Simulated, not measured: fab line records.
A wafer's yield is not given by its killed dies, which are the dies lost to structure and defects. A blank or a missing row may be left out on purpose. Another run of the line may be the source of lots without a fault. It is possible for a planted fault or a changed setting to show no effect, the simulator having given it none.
fab line records ; flow n5-finfet ; part 2 of 2: steps 5 to 6 of 6
record: lots: 20; wafers: 60; last-day: 17
route steps=1938 shown SDB@347 HKMG_FIN@389 GATE_CUT@492
lots untouched by any fault: they come from a run of this same line in which no faults occurred
start-h: hours from the record's opening day to when the first of the lot's shown wafers began ; wait-h: time in hours since the lot's previous step ; " as in the row above ; L1.1+2: several wafers, shown together as one row ; - no value, or no start was given ; * or withheld: withheld ; < > ~ a bound
route shown NAME@n: NAME is a module with steps in the file, n the number in the route of the first one ; usual: mean/standard deviation taken from wafers without a fault ; same: alike in all rows ; chamber/n: place in a boat ; sites: readings site by site ; _std_site: the values' standard deviation ; _edge_site: the outer-site mean with the inner-site mean subtracted ; radius-mm: for every site, how far away it sits from the centre of the wafer ; mask NAME#n: copy n ; behind: the last tool/chamber to shape the wafer ; hold: why the lot went on hold/how many hours it stayed there/how the hold came to an end ; device: transistor that didn't switch, given as n, p or np ; end of line: tests run on the same wafers once the route is complete ; step lacking rows: just its recipe ; killed: at the first sort, the dies lost to defects and structure; wafer yield is something else ; map: per-die view of a wafer (x killed, . not killed, _ where there is no die)
set.NAME: the setting the step ran with; set.NAME@STEP: the setting that earlier step ran with ; model.NAME: the simulator's own value behind a step, which no gauge read
the route's steps for a sample of lots (tables are steps, rows are wafers)
services: a tool's chamber out of use, with start hour (start-h, from the record's first day; less than 0 if before it), hours out, and reason
== steps ==
step: N5_HKMG_FIN_ETCH_67
recipe: chemistry: N2/H2; target: SOC; target-depth-a: 3889; stop-on: TiN; ion-energy-ev: 100; bias-w: 61; pressure-mtorr: 30; source-w: 850; n2-flow-sccm: 200; h2-flow-sccm: 200
usual: bias-w: 61.00/0.19; drypump-motor-current-A: 5.8/0.38; oes-product-au: 0.81/0.086; rf-vpp-V: 241.1/1.5; showerhead-plenum-p-Torr: 2.58/0.079; throttle-valve-pct: 17.63/0.25
lot.wafer;tool;chamber;start-h;wait-h;bias-w;drypump-motor-current-A;oes-product-au;rf-hours-counter-h;rf-vpp-V;showerhead-plenum-p-Torr;throttle-valve-pct
L075.1;rie-diel-06;3;85.19;-;61.29;6.6;0.71;195;239.7;2.42;17.54
L075.4;rie-diel-06;1;85.19;-;60.93;6.4;0.90;-;241.8;2.71;17.68
L075.5;rie-diel-06;3;85.19;-;60.99;6.6;0.71;-;238.4;2.42;17.53
L076.3;rie-diel-04;1;91.40;-;61.12;6.0;0.90;29;240.8;2.60;17.30
L076.5;rie-diel-04;0;91.40;-;61.02;5.4;0.91;-;242.4;2.59;17.51
L076.6;rie-diel-04;3;91.40;-;60.63;5.6;0.69;-;238.8;2.61;17.79
L077.2;rie-diel-05;0;95.29;-;61.04;5.0;0.68;245;237.9;2.41;18.23
L077.3;rie-diel-05;3;95.29;-;61.16;5.9;0.68;208;240.5;2.52;17.92
L077.4;rie-diel-05;1;95.29;-;60.69;5.7;0.77;103;242.7;2.67;17.54
L078.1;rie-diel-04;1;102.37;-;61.19;6.0;0.89;32;239.6;2.60;17.30
L078.4;rie-diel-04;0;102.37;-;60.76;5.5;0.91;21;240.8;2.59;17.55
L078.5;rie-diel-04;0;102.37;-;60.64;5.4;0.91;-;240.8;2.59;17.55
L079.1;rie-diel-06;1;109.20;-;61.32;6.5;0.88;43;243.2;2.70;17.69
L079.4;rie-diel-06;3;109.20;-;61.47;6.6;0.69;-;239.6;2.42;17.55
L079.6;rie-diel-06;1;109.20;-;61.31;6.5;0.89;-;242.8;2.70;17.68
L080.3;rie-diel-06;2;114.32;-;61.02;5.6;0.78;133;240.5;2.45;17.80
L080.4;rie-diel-06;1;114.32;-;61.37;6.5;0.88;-;244.5;2.70;17.69
L080.5;rie-diel-06;3;114.32;-;61.10;6.6;0.69;-;238.4;2.42;17.57
L081.3;rie-diel-04;3;121.88;-;60.78;5.6;0.69;244;239.9;2.61;17.82
L081.5;rie-diel-04;0;121.88;-;60.77;5.4;0.89;-;239.8;2.59;17.55
L081.6;rie-diel-04;3;121.88;-;60.91;5.6;0.69;-;240.9;2.61;17.83
L083.1;rie-diel-05;1;132.39;-;60.86;5.7;0.75;120;241.5;2.67;17.55
L083.4;rie-diel-05;3;132.39;-;61.00;5.9;0.67;-;239.1;2.52;17.97
L083.5;rie-diel-05;2;132.39;-;61.00;5.8;0.94;-;240.6;2.61;17.11
L084.1;rie-diel-04;0;139.20;-;60.66;5.5;0.88;37;241.0;2.58;17.57
L084.2;rie-diel-04;2;139.20;-;60.59;5.9;0.82;78;241.5;2.58;17.99
L084.6;rie-diel-04;1;139.20;-;60.97;6.0;0.86;-;241.6;2.59;17.34
L085.3;rie-diel-04;0;143.38;-;60.51;5.5;0.87;39;240.6;2.58;17.57
L085.5;rie-diel-04;2;143.38;-;61.23;5.9;0.82;-;241.7;2.58;17.99
L085.6;rie-diel-04;0;143.38;-;60.96;5.4;0.87;-;240.9;2.58;17.56
L086.1;rie-diel-06;0;154.95;-;61.00;5.9;0.73;146;241.4;2.54;17.61
L086.5;rie-diel-06;0;154.95;-;61.15;5.9;0.74;-;240.6;2.54;17.61
L086.6;rie-diel-06;1;154.95;-;61.04;6.4;0.86;-;242.2;2.69;17.73
L087.1;rie-diel-04;3;156.62;-;60.96;5.6;0.99;1;241.3;2.60;17.39
L087.2;rie-diel-04;0;156.62;-;60.88;5.4;0.87;45;240.0;2.58;17.58
L087.3;rie-diel-04;2;156.62;-;60.89;5.9;0.81;86;240.4;2.57;18.01
L088.2;rie-diel-05;3;165.60;-;61.03;5.9;0.66;238;238.1;2.51;17.97
L088.5;rie-diel-05;1;165.60;-;61.06;5.7;0.74;-;243.0;2.66;17.60
L088.6;rie-diel-05;2;165.60;-;60.74;5.8;0.91;-;243.0;2.60;17.13
L089.1;rie-diel-04;1;167.28;-;60.95;6.0;0.86;55;241.9;2.59;17.36
L089.4;rie-diel-04;0;167.28;-;60.78;5.4;0.86;48;241.9;2.58;17.60
L089.6;rie-diel-04;1;167.28;-;60.98;6.0;0.84;-;241.3;2.59;17.35
L090.2;rie-diel-06;3;172.51;-;61.30;6.6;0.67;232;237.1;2.41;17.61
L090.3;rie-diel-06;1;172.51;-;60.99;6.5;0.85;66;242.1;2.69;17.72
L090.6;rie-diel-06;0;172.51;-;61.02;5.9;0.73;-;241.8;2.54;17.61
L091.1;rie-diel-05;2;179.65;-;61.06;5.8;0.90;21;240.7;2.60;17.15
L091.2;rie-diel-05;3;179.65;-;60.77;5.9;0.65;242;239.5;2.51;17.98
L091.3;rie-diel-05;1;179.65;-;61.23;5.6;0.73;137;242.4;2.66;17.61
L094.1;rie-diel-04;0;200.17;-;60.61;5.4;0.85;54;241.2;2.58;17.58
L094.3;rie-diel-04;3;200.17;-;61.11;5.6;0.92;15;242.8;2.60;17.40
L094.4;rie-diel-04;1;200.17;-;60.87;6.0;0.84;66;243.0;2.58;17.38
L095.2;rie-diel-05;1;203.28;-;60.85;5.7;0.73;144;241.9;2.66;17.59
L095.4;rie-diel-05;2;203.28;-;61.19;5.8;0.88;29;239.4;2.60;17.17
L095.5;rie-diel-05;1;203.28;-;61.06;5.6;0.73;-;242.5;2.66;17.59
L096.1;rie-diel-06;2;215.04;-;61.07;5.6;0.74;167;240.4;2.43;17.84
L096.3;rie-diel-06;3;215.04;-;60.99;6.6;0.68;246;239.4;2.40;17.61
L096.6;rie-diel-06;2;215.04;-;60.53;5.6;0.74;-;238.7;2.43;17.84
L097.3;rie-diel-05;2;215.17;-;60.92;5.8;0.87;34;240.8;2.59;17.17
L097.4;rie-diel-05;0;215.17;-;60.58;5.1;0.87;-;242.2;2.71;17.84
L097.6;rie-diel-05;2;215.17;-;61.18;5.8;0.88;-;241.7;2.59;17.16
step: N5_GATE_CUT_ETCH_36
recipe: chemistry: CF4; target: SiARC; target-depth-a: 130; mask-material: CAR-EUV; time-s: 21.7; ion-energy-ev: 80; pressure-mtorr: 40; source-w: 545; bias-w: 36; Ar_flow_sccm: 100; cf4-flow-sccm: 100; ends: cleared
usual: bias-w: 35.99/0.1; drypump-motor-current-A: 5.7/0.53; etch-rf-on-time-s: 21.6/0.32; mfc-ar-sccm: 100.0/0.3; oes-product-au: 0.68/0.078; rf-vpp-V: 184.4/1.2; showerhead-plenum-p-Torr: 2.17/0.061; throttle-valve-pct: 15.6/0.31
lot.wafer;tool;chamber;start-h;wait-h;bias-w;drypump-motor-current-A;etch-rf-on-time-s;mfc-ar-sccm;oes-product-au;rf-hours-counter-h;rf-vpp-V;showerhead-plenum-p-Torr;throttle-valve-pct
L075.1;rie-diel-02;2;91.34;0.0;36.01;5.1;21.6;100.2;0.72;57;183.9;2.09;15.5
L075.4;rie-diel-02;0;91.34;0.0;36.16;6.1;21.9;100.3;0.68;-;184.4;2.23;15.2
L075.5;rie-diel-02;2;91.34;0.0;35.92;5.1;21.6;100.7;0.72;-;184.6;2.09;15.5
L076.3;rie-diel-02;2;97.69;0.0;36.03;5.1;21.6;100.4;0.71;59;182.9;2.09;15.5
L076.5;rie-diel-02;0;97.69;0.0;36.14;6.1;21.6;100.0;0.68;-;185.4;2.23;15.2
L076.6;rie-diel-02;1;97.69;0.0;36.20;5.8;21.7;99.7;0.60;-;184.4;2.12;16.0
L077.2;rie-diel-02;3;101.16;0.0;35.95;4.9;21.9;99.6;0.61;210;184.3;2.21;15.8
L077.3;rie-diel-02;2;101.16;0.0;36.01;5.1;21.4;99.8;0.72;61;182.8;2.09;15.5
L077.4;rie-diel-02;0;101.16;0.0;35.88;6.1;21.7;100.2;0.67;122;186.3;2.23;15.2
L078.1;rie-diel-01;3;108.24;0.0;35.83;5.5;21.8;99.7;0.79;18;186.5;2.19;15.5
L078.4;rie-diel-01;1;108.24;0.0;36.02;5.7;21.6;99.7;0.69;113;183.7;2.16;15.5
L078.5;rie-diel-01;0;108.24;0.0;35.97;5.8;21.6;100.2;0.76;-;186.1;2.27;15.6
L079.1;rie-diel-02;2;115.29;0.0;36.02;5.1;21.4;99.8;0.72;65;182.5;2.09;15.6
L079.4;rie-diel-02;1;115.29;0.0;36.04;5.8;21.8;100.1;0.60;220;183.7;2.12;16.1
L079.6;rie-diel-02;0;115.29;0.0;35.98;6.1;21.5;100.2;0.67;-;186.3;2.23;15.2
L080.3;rie-diel-03;3;120.09;0.0;36.00;5.7;20.8;99.7;0.84;7;183.9;2.19;15.4
L080.4;rie-diel-03;1;120.09;0.0;35.85;6.6;22.0;99.4;0.64;182;184.9;2.21;15.7
L080.5;rie-diel-03;0;120.09;0.0;35.94;5.7;22.0;100.3;0.86;-;182.6;2.10;15.0
L081.3;rie-diel-02;1;127.91;0.0;36.00;5.8;21.8;100.3;0.60;223;183.9;2.12;16.0
L081.5;rie-diel-02;1;127.91;0.0;35.86;5.8;21.7;100.1;0.60;-;184.2;2.12;16.0
L081.6;rie-diel-02;0;127.91;0.0;36.08;6.1;21.7;100.3;0.67;-;185.8;2.23;15.2
L083.1;rie-diel-03;2;138.43;0.0;35.75;6.4;21.5;100.2;0.77;26;184.7;2.27;15.4
L083.4;rie-diel-03;0;138.43;0.0;36.01;5.7;22.1;100.4;0.82;6;182.9;2.10;15.0
L083.5;rie-diel-03;0;138.43;0.0;35.96;5.7;22.0;100.5;0.83;-;184.2;2.10;15.0
L084.1;rie-diel-02;3;145.64;0.0;36.03;4.9;21.9;99.1;0.59;225;183.3;2.20;15.9
L084.2;rie-diel-02;0;145.64;0.0;36.01;6.1;21.3;100.0;0.67;134;185.2;2.22;15.2
L084.6;rie-diel-02;0;145.64;0.0;35.97;6.1;21.6;99.7;0.66;-;184.7;2.22;15.2
L085.3;rie-diel-03;3;149.41;0.0;36.02;5.8;21.1;100.0;0.81;17;185.1;2.18;15.4
L085.5;rie-diel-03;1;149.41;0.0;35.91;6.6;22.1;99.6;0.63;-;184.9;2.21;15.7
L085.6;rie-diel-03;2;149.41;0.0;36.14;6.4;21.6;99.6;0.77;-;185.8;2.27;15.4
L086.1;rie-diel-03;0;160.88;0.0;35.98;5.7;21.9;99.7;0.80;14;183.8;2.10;15.0
L086.5;rie-diel-03;0;160.88;0.0;35.74;5.6;21.9;100.0;0.81;-;183.6;2.10;15.0
L086.6;rie-diel-03;1;160.88;0.0;35.90;6.6;21.8;100.2;0.63;-;185.0;2.21;15.7
L087.1;rie-diel-01;0;162.66;0.0;35.97;5.8;21.2;99.7;0.73;44;186.2;2.27;15.6
L087.2;rie-diel-01;2;162.66;0.0;36.04;4.8;21.1;99.9;0.72;75;182.9;2.08;15.3
L087.3;rie-diel-01;3;162.66;0.0;35.95;5.5;21.6;100.2;0.77;31;181.7;2.19;15.5
L088.2;rie-diel-02;1;171.43;0.0;36.00;5.8;22.0;100.0;0.58;239;182.9;2.11;16.1
L088.5;rie-diel-02;1;171.43;0.0;36.22;5.8;21.7;99.7;0.60;-;184.6;2.11;16.1
L088.6;rie-diel-02;2;171.43;0.0;35.99;5.0;21.5;100.3;0.70;-;183.3;2.08;15.6
L089.1;rie-diel-02;3;173.25;0.0;35.88;4.9;22.1;100.0;0.59;232;183.6;2.20;15.9
L089.4;rie-diel-02;1;173.25;0.0;36.22;5.8;21.8;100.2;0.58;239;182.7;2.11;16.1
L089.6;rie-diel-02;3;173.25;0.0;36.08;4.9;22.1;100.3;0.59;-;184.8;2.20;15.9
L090.2;rie-diel-01;2;178.46;0.0;35.91;4.9;21.1;100.2;0.72;80;184.7;2.08;15.3
L090.3;rie-diel-01;1;178.46;0.0;35.96;5.7;21.4;100.5;0.67;135;184.6;2.15;15.6
L090.6;rie-diel-01;1;178.46;0.0;35.91;5.7;21.5;100.4;0.67;-;183.7;2.15;15.5
L091.1;rie-diel-03;3;185.80;0.0;36.05;5.8;21.0;100.1;0.79;26;185.6;2.18;15.4
L091.2;rie-diel-03;2;185.80;0.0;35.89;6.4;21.5;99.7;0.75;39;184.2;2.27;15.4
L091.3;rie-diel-03;0;185.80;0.0;35.87;5.6;22.1;100.3;0.78;20;184.0;2.10;15.0
L094.1;rie-diel-02;2;206.18;0.0;36.03;5.1;21.6;100.2;0.69;90;183.1;2.08;15.6
L094.3;rie-diel-02;1;206.18;0.0;35.90;5.8;21.8;100.4;0.58;249;183.7;2.11;16.1
L094.4;rie-diel-02;3;206.18;0.0;36.02;4.9;22.0;99.9;0.58;-;185.4;2.20;15.9
L095.2;rie-diel-02;0;209.30;0.0;35.93;6.1;21.5;99.9;0.65;150;184.9;2.22;15.3
L095.4;rie-diel-02;1;209.30;0.0;35.98;5.8;21.8;99.7;0.58;249;183.3;2.11;16.1
L095.5;rie-diel-02;0;209.30;0.0;36.00;6.1;21.4;100.1;0.65;-;185.6;2.22;15.3
L096.1;rie-diel-02;0;220.91;0.0;35.97;6.1;21.4;100.5;0.65;154;185.4;2.22;15.3
L096.3;rie-diel-02;2;220.91;0.0;36.19;5.1;21.5;99.9;0.69;94;181.6;2.08;15.6
L096.6;rie-diel-02;2;220.91;0.0;36.04;5.1;21.3;99.9;0.69;-;182.0;2.08;15.6
L097.3;rie-diel-03;3;221.27;0.0;35.96;5.7;20.9;100.0;0.77;37;183.5;2.18;15.5
L097.4;rie-diel-03;2;221.27;0.0;36.02;6.4;21.6;100.2;0.73;51;185.1;2.26;15.4
L097.6;rie-diel-03;3;221.27;0.0;36.06;5.7;20.9;99.9;0.77;-;185.0;2.18;15.4
== services ==
tool;chamber;start-h;hours;kind
rie-diel-03;2;73.19;12.5;repair
pecvd-04;2;74.98;3.1;repair
rie-diel-02;3;88.48;5.4;repair
pecvd-02;2;97.22;16.3;repair
rie-diel-04;1;104.02;9.3;repair
rie-diel-05;2;104.20;-;clean
rie-diel-05;2;104.20;-;consumable-replace:focus-ring
ald-hk-03;-;107.76;2.8;pm
pecvd-04;-;121.24;0.4;repair
rie-diel-05;2;132.80;6.0;repair
rie-diel-01;3;135.89;14.2;repair
rie-diel-04;3;137.04;-;clean
rie-diel-04;3;137.04;-;consumable-replace:focus-ring
rie-diel-04;3;137.04;17.2;scheduled-down
rie-diel-04;3;137.04;17.2;vent-cycle
rie-diel-02;0;141.71;3.3;repair
rie-diel-03;3;151.46;4.3;repair
rie-diel-03;2;170.31;8.0;repair
pecvd-02;-;189.03;6.0;pm
ald-hk-01;-;193.06;2.6;repair
pecvd-03;0;199.89;3.5;repair
rie-diel-03;3;214.67;3.1;repair
rie-diel-01;0;216.59;1.2;repair
rie-diel-02;-;219.04;0.7;repair
